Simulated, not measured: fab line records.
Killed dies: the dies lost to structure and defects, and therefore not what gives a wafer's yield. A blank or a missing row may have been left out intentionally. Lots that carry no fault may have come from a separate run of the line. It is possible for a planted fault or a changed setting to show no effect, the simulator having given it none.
Which tool was responsible? :: flow nand harc :: Sampling: 11 lots, 33 wafers, 6 of 1159 route steps

## WHAT THE GAUGES SHOWED, per wafer
NHARC_A_CHANNEL_HOLE_D1_INSPECT_40.
lot: L431
measured: day 9 08:39
on: defect inspect-01
raw defect count: 86 92 58

lot: L430
measured: day 9 08:47
on: defect inspect-02
raw defect count: 38 53 44

lot: L433
measured: day 9 12:56
on: defect inspect-02
raw defect count: 36 37 35

lot: L434
measured: day 10 05:24
on: defect inspect-01
raw defect count: 381 423 393

lot: L438
measured: day 10 21:14
on: defect inspect-02
raw defect count: 382 349 415

lot: L440
measured: day 12 04:24
on: defect inspect-01
raw defect count: 73 68 62

lot: L446
measured: day 12 12:52
on: defect inspect-02
raw defect count: 73 68 45

lot: L448
measured: day 12 23:24
on: defect inspect-02
raw defect count: 72 61 67

lot: L449
measured: day 13 07:25
on: defect inspect-02
raw defect count: 75 57 95

lot: L451
measured: day 13 22:31
on: defect inspect-01
raw defect count: 79 48 66

lot: L452
measured: day 14 19:08
on: defect inspect-01
raw defect count: 44 48 62

NHARC_END_SORT_01.
lot: L434
measured: day 21 16:17
on: prober-01
killed at array: 85 86 84
killed at other: 0 0 2
killed at periphery: 1 1 1
killed dies: 86 87 87
killed open: 2 1 3
killed short: 2 2 2

lot: L438
measured: day 22 07:00
on: prober-01
killed at array: 90 83 101
killed at other: 0 0 0
killed at periphery: 2 5 2
killed dies: 92 88 103
killed open: 2 1 4
killed short: 3 1 1

## EACH LOT AND THE TOOL THAT RAN IT (in order: tool; ch and the chambers of the sampled wafers; start)
lot: L431
NHARC_A_CHANNEL_HOLE_D1_ETCH_39: rie diel-10 ch 0,1,3, day 9 03:29 or earlier
NHARC_A_CHANNEL_HOLE_D1_ETCH_21: har etch-01 ch 0,1, day 9 03:29
NHARC_A_CHANNEL_FILL_D1_ETCHBACK_20: rie diel-03 ch 0,2,3, day 10 10:14
NHARC_A_CHANNEL_FILL_D1_ALD_25: ald hk-03 ch 1,2, day 11 03:09

lot: L430
NHARC_A_CHANNEL_HOLE_D1_ETCH_39: rie diel-06 ch 1,3, day 9 03:31 or earlier
NHARC_A_CHANNEL_HOLE_D1_ETCH_21: har etch-02 ch 0,1, day 9 03:31
NHARC_A_CHANNEL_FILL_D1_ETCHBACK_20: rie diel-04 ch 0,3, day 10 10:14
NHARC_A_CHANNEL_FILL_D1_ALD_25: ald hk-03 ch 2,3, day 10 22:51

lot: L433
NHARC_A_CHANNEL_HOLE_D1_ETCH_39: rie diel-10 ch 1,2,3, day 9 07:40 or earlier
NHARC_A_CHANNEL_HOLE_D1_ETCH_21: har etch-02 ch 0,1, day 9 07:40
NHARC_A_CHANNEL_FILL_D1_ETCHBACK_20: rie diel-04 ch 0,1,3, day 10 10:19
NHARC_A_CHANNEL_FILL_D1_ALD_25: ald hk-04 ch 0,3, day 11 01:44

lot: L434
NHARC_A_CHANNEL_HOLE_D1_ETCH_39: rie diel-10 ch 0,1,2, day 10 00:08 or earlier
NHARC_A_CHANNEL_HOLE_D1_ETCH_21: har etch-02 ch 0,1, day 10 00:08
NHARC_A_CHANNEL_FILL_D1_ETCHBACK_20: rie diel-03 ch 0,3, day 11 06:20
NHARC_A_CHANNEL_FILL_D1_ALD_25: ald hk-02 ch 1,2,3, day 11 18:41

lot: L438
NHARC_A_CHANNEL_HOLE_D1_ETCH_39: rie diel-10 ch 1,2,3, day 10 15:49 or earlier
NHARC_A_CHANNEL_HOLE_D1_ETCH_21: har etch-02 ch 0, day 10 15:49
NHARC_A_CHANNEL_FILL_D1_ETCHBACK_20: rie diel-03 ch 0,3, day 11 22:32
NHARC_A_CHANNEL_FILL_D1_ALD_25: ald hk-02 ch 0,3, day 12 10:10

lot: L440
NHARC_A_CHANNEL_HOLE_D1_ETCH_39: rie diel-10 ch 0,2, day 11 23:06 or earlier
NHARC_A_CHANNEL_HOLE_D1_ETCH_21: har etch-01 ch 0,1, day 11 23:06
NHARC_A_CHANNEL_FILL_D1_ETCHBACK_20: rie diel-12 ch 0,1,3, day 13 04:48
NHARC_A_CHANNEL_FILL_D1_ALD_25: ald hk-02 ch 0,2, day 13 17:02

lot: L446
NHARC_A_CHANNEL_HOLE_D1_ETCH_39: rie diel-02 ch 0,3, day 12 07:38 or earlier
NHARC_A_CHANNEL_HOLE_D1_ETCH_21: har etch-01 ch 0,1, day 12 07:38
NHARC_A_CHANNEL_FILL_D1_ETCHBACK_20: rie diel-04 ch 0,2,3, day 13 11:44
NHARC_A_CHANNEL_FILL_D1_ALD_25: ald hk-04 ch 0,1, day 13 23:56

lot: L448
NHARC_A_CHANNEL_HOLE_D1_ETCH_39: rie diel-10 ch 0,1,2, day 12 18:11 or earlier
NHARC_A_CHANNEL_HOLE_D1_ETCH_21: har etch-01 ch 0,1, day 12 18:11
NHARC_A_CHANNEL_FILL_D1_ETCHBACK_20: rie diel-03 ch 0,1, day 13 23:46
NHARC_A_CHANNEL_FILL_D1_ALD_25: ald hk-04 ch 0,2,3, day 14 12:49

lot: L449
NHARC_A_CHANNEL_HOLE_D1_ETCH_39: rie diel-10 ch 0,1,3, day 13 01:58 or earlier
NHARC_A_CHANNEL_HOLE_D1_ETCH_21: har etch-01 ch 0,1, day 13 01:58
NHARC_A_CHANNEL_FILL_D1_ETCHBACK_20: rie diel-04 ch 0,1,2, day 14 07:46
NHARC_A_CHANNEL_FILL_D1_ALD_25: ald hk-02 ch 1,2,3, day 14 19:21

lot: L451
NHARC_A_CHANNEL_HOLE_D1_ETCH_39: rie diel-02 ch 2,3, day 13 17:04 or earlier
NHARC_A_CHANNEL_HOLE_D1_ETCH_21: har etch-02 ch 0,1, day 13 17:04
NHARC_A_CHANNEL_FILL_D1_ETCHBACK_20: rie diel-03 ch 0,2,3, day 14 22:08
NHARC_A_CHANNEL_FILL_D1_ALD_25: ald hk-03 ch 0,1,2, day 15 11:25

lot: L452
NHARC_A_CHANNEL_HOLE_D1_ETCH_39: rie diel-10 ch 0,2,3, day 14 13:52 or earlier
NHARC_A_CHANNEL_HOLE_D1_ETCH_21: har etch-01 ch 0,1, day 14 13:52
NHARC_A_CHANNEL_FILL_D1_ETCHBACK_20: rie diel-12 ch 1,2,3, day 15 17:38
NHARC_A_CHANNEL_FILL_D1_ALD_25: ald hk-03 ch 0,1,3, day 16 05:53
- NHARC_A_CHANNEL_HOLE_D1_ETCH_39: etches the open film in N2/H2, target depth 260 nm, time 325 s.
- NHARC_A_CHANNEL_HOLE_D1_ETCH_21: etches the open film in C4F8/O2/Ar, time 514.3 s, target depth 1600 nm.
- NHARC_A_CHANNEL_FILL_D1_ETCHBACK_20: etches the open film in C4F8/O2/Ar, target depth 27 nm, time 13.5 s.
- NHARC_A_CHANNEL_FILL_D1_ALD_25: deposits SiOx, target thk 60 nm, pulse time 10 s, ald cycles 600.

## AS READ BY THE TOOLS THEMSELVES (means over the sampled wafers that have a number; for cases with no such wafer, the mark the record gives instead)
NHARC_A_CHANNEL_HOLE_D1_ETCH_39.
lot: L431
tool: rie diel-10
bias w (W): 149.7
drypump motor current A (A): 5.81
oes product au (a.u.): 0.991
rf vpp V (V): 428.9
showerhead plenum p Torr (Torr): 2.01
throttle valve pct (%): 14.163

lot: L430
tool: rie diel-06
bias w (W): 149.9
drypump motor current A (A): 5.89
oes product au (a.u.): 1.000
rf vpp V (V): 430.1
showerhead plenum p Torr (Torr): 2.00
throttle valve pct (%): 14.179

lot: L433
tool: rie diel-10
bias w (W): 149.8
drypump motor current A (A): 5.79
oes product au (a.u.): 0.997
rf vpp V (V): 428.0
showerhead plenum p Torr (Torr): 1.98
throttle valve pct (%): 14.166

lot: L434
tool: rie diel-10
bias w (W): 150.4
drypump motor current A (A): 5.69
oes product au (a.u.): 1.000
rf vpp V (V): 429.7
showerhead plenum p Torr (Torr): 2.01
throttle valve pct (%): 14.166

lot: L438
tool: rie diel-10
bias w (W): 149.8
drypump motor current A (A): 5.79
oes product au (a.u.): 0.996
rf vpp V (V): 428.3
showerhead plenum p Torr (Torr): 1.98
throttle valve pct (%): 14.183

lot: L440
tool: rie diel-10
bias w (W): 149.4
drypump motor current A (A): 5.89
oes product au (a.u.): 0.996
rf vpp V (V): 431.1
showerhead plenum p Torr (Torr): 2.06
throttle valve pct (%): 14.165

lot: L446
tool: rie diel-02
bias w (W): 150.0
drypump motor current A (A): 5.81
oes product au (a.u.): 1.009
rf vpp V (V): 431.4
showerhead plenum p Torr (Torr): 2.06
throttle valve pct (%): 14.166

lot: L448
tool: rie diel-10
bias w (W): 150.0
drypump motor current A (A): 5.70
oes product au (a.u.): 0.992
rf vpp V (V): 429.8
showerhead plenum p Torr (Torr): 2.01
throttle valve pct (%): 14.173

lot: L449
tool: rie diel-10
bias w (W): 150.3
drypump motor current A (A): 5.81
oes product au (a.u.): 0.982
rf vpp V (V): 429.1
showerhead plenum p Torr (Torr): 2.01
throttle valve pct (%): 14.170

lot: L451
tool: rie diel-02
bias w (W): 149.9
drypump motor current A (A): 5.98
oes product au (a.u.): 1.005
rf vpp V (V): 431.5
showerhead plenum p Torr (Torr): 2.09
throttle valve pct (%): 14.176

lot: L452
tool: rie diel-10
bias w (W): 150.1
drypump motor current A (A): 5.98
oes product au (a.u.): 0.998
rf vpp V (V): 430.5
showerhead plenum p Torr (Torr): 2.03
throttle valve pct (%): 14.158

NHARC_A_CHANNEL_HOLE_D1_ETCH_21.
lot: L431
tool: har etch-01
drypump motor current A (A): 5.5
showerhead plenum p Torr (Torr): 3.66
throttle valve pct (%): 32.154

lot: L430
tool: har etch-02
drypump motor current A (A): 5.5
showerhead plenum p Torr (Torr): 3.64
throttle valve pct (%): 32.155

lot: L433
tool: har etch-02
drypump motor current A (A): 5.9
showerhead plenum p Torr (Torr): 3.72
throttle valve pct (%): 32.160

lot: L434
tool: har etch-02
drypump motor current A (A): 5.5
showerhead plenum p Torr (Torr): 3.63
throttle valve pct (%): 32.155

lot: L438
tool: har etch-02
drypump motor current A (A): 6.3
showerhead plenum p Torr (Torr): 3.80
throttle valve pct (%): 32.154

lot: L440
tool: har etch-01
drypump motor current A (A): 5.8
showerhead plenum p Torr (Torr): 3.68
throttle valve pct (%): 32.148

lot: L446
tool: har etch-01
drypump motor current A (A): 5.5
showerhead plenum p Torr (Torr): 3.63
throttle valve pct (%): 32.158

lot: L448
tool: har etch-01
drypump motor current A (A): 5.8
showerhead plenum p Torr (Torr): 3.67
throttle valve pct (%): 32.148

lot: L449
tool: har etch-01
drypump motor current A (A): 5.8
showerhead plenum p Torr (Torr): 3.67
throttle valve pct (%): 32.164

lot: L451
tool: har etch-02
drypump motor current A (A): 5.9
showerhead plenum p Torr (Torr): 3.70
throttle valve pct (%): 32.149

lot: L452
tool: har etch-01
drypump motor current A (A): 5.5
showerhead plenum p Torr (Torr): 3.62
throttle valve pct (%): 32.162

NHARC_A_CHANNEL_FILL_D1_ETCHBACK_20.
lot: L431
tool: rie diel-03
bias w (W): 1502
oes product au (a.u.): 1.01
rf vpp V (V): 984

lot: L430
tool: rie diel-04
bias w (W): 1499
oes product au (a.u.): 0.91
rf vpp V (V): 978

lot: L433
tool: rie diel-04
bias w (W): 1496
oes product au (a.u.): 0.99
rf vpp V (V): 981

lot: L434
tool: rie diel-03
bias w (W): 1499
oes product au (a.u.): 1.00
rf vpp V (V): 982

lot: L438
tool: rie diel-03
bias w (W): 1499
oes product au (a.u.): 1.00
rf vpp V (V): 982

lot: L440
tool: rie diel-12
bias w (W): 1495
oes product au (a.u.): 1.00
rf vpp V (V): 982

lot: L446
tool: rie diel-04
bias w (W): 1506
oes product au (a.u.): 1.00
rf vpp V (V): 976

lot: L448
tool: rie diel-03
bias w (W): 1508
oes product au (a.u.): 0.93
rf vpp V (V): 977

lot: L449
tool: rie diel-04
bias w (W): 1495
oes product au (a.u.): 1.00
rf vpp V (V): 977

lot: L451
tool: rie diel-03
bias w (W): 1500
oes product au (a.u.): 0.94
rf vpp V (V): 985

lot: L452
tool: rie diel-12
bias w (W): 1499
oes product au (a.u.): 0.92
rf vpp V (V): 984

NHARC_A_CHANNEL_FILL_D1_ALD_25.
lot: L431
tool: ald hk-03
heater power w (W): 407
precursor pulse height rel: 1.002
susceptor temp C (C): -

lot: L430
tool: ald hk-03
heater power w (W): 429
precursor pulse height rel: 1.003
susceptor temp C (C): 300.34

lot: L433
tool: ald hk-04
heater power w (W): 495
precursor pulse height rel: 1.018
susceptor temp C (C): 299.81

lot: L434
tool: ald hk-02
heater power w (W): 512
precursor pulse height rel: 0.994
susceptor temp C (C): 299.82

lot: L438
tool: ald hk-02
heater power w (W): 512
precursor pulse height rel: 0.997
susceptor temp C (C): 300.30

lot: L440
tool: ald hk-02
heater power w (W): 484
precursor pulse height rel: 0.991
susceptor temp C (C): -

lot: L446
tool: ald hk-04
heater power w (W): 460
precursor pulse height rel: 0.989
susceptor temp C (C): 299.93

lot: L448
tool: ald hk-04
heater power w (W): 496
precursor pulse height rel: 0.977
susceptor temp C (C): 300.12

lot: L449
tool: ald hk-02
heater power w (W): 491
precursor pulse height rel: 0.983
susceptor temp C (C): 300.02

lot: L451
tool: ald hk-03
heater power w (W): 445
precursor pulse height rel: 1.003
susceptor temp C (C): 299.87

lot: L452
tool: ald hk-03
heater power w (W): 435
precursor pulse height rel: 0.996
susceptor temp C (C): 300.25

## THE ANSWER, worked out from the rows above alone
Rule: the lots themselves supply what counts as usual. The widest of any qualifying gaps counts: lots, ordered by their means at a reading, are off when they make up no more than a third of the lots, leave a main group of 4 or more, and stand apart from it by 3 or more times the standard deviation of that group's means. If all means in a main group match to the digits the tables above print for the reading, that group is not used. Also off: a lot with no number at a reading for which 4 or more lots have one. Any other lot the step has rows for is counted as sound. Order of review: gauges by route order, followed by the tools' own readings, for which a lot's mean as printed above is used. The first step at which some lot is off is used, and at that step the reading that is off furthest; a lot without a number counts as furthest.
Off, at NHARC_A_CHANNEL_HOLE_D1_INSPECT_40 on raw defect count: L434, L438. The main group has a mean of 61 with a standard deviation of 13.
If a tool, at a process step before that reading, ran all the lots that are off and no sound lot after the first of them, it fits. The gauges at NHARC_A_CHANNEL_HOLE_D1_INSPECT_40 are tried like those tools. NHARC_A_CHANNEL_HOLE_D1_ETCH_39 gives no start for some lots, so the hours and the order of its lots are those of NHARC_A_CHANNEL_HOLE_D1_ETCH_21. Not one of the candidates tried fits.

## WHAT THE SIMULATOR HAD PUT IN
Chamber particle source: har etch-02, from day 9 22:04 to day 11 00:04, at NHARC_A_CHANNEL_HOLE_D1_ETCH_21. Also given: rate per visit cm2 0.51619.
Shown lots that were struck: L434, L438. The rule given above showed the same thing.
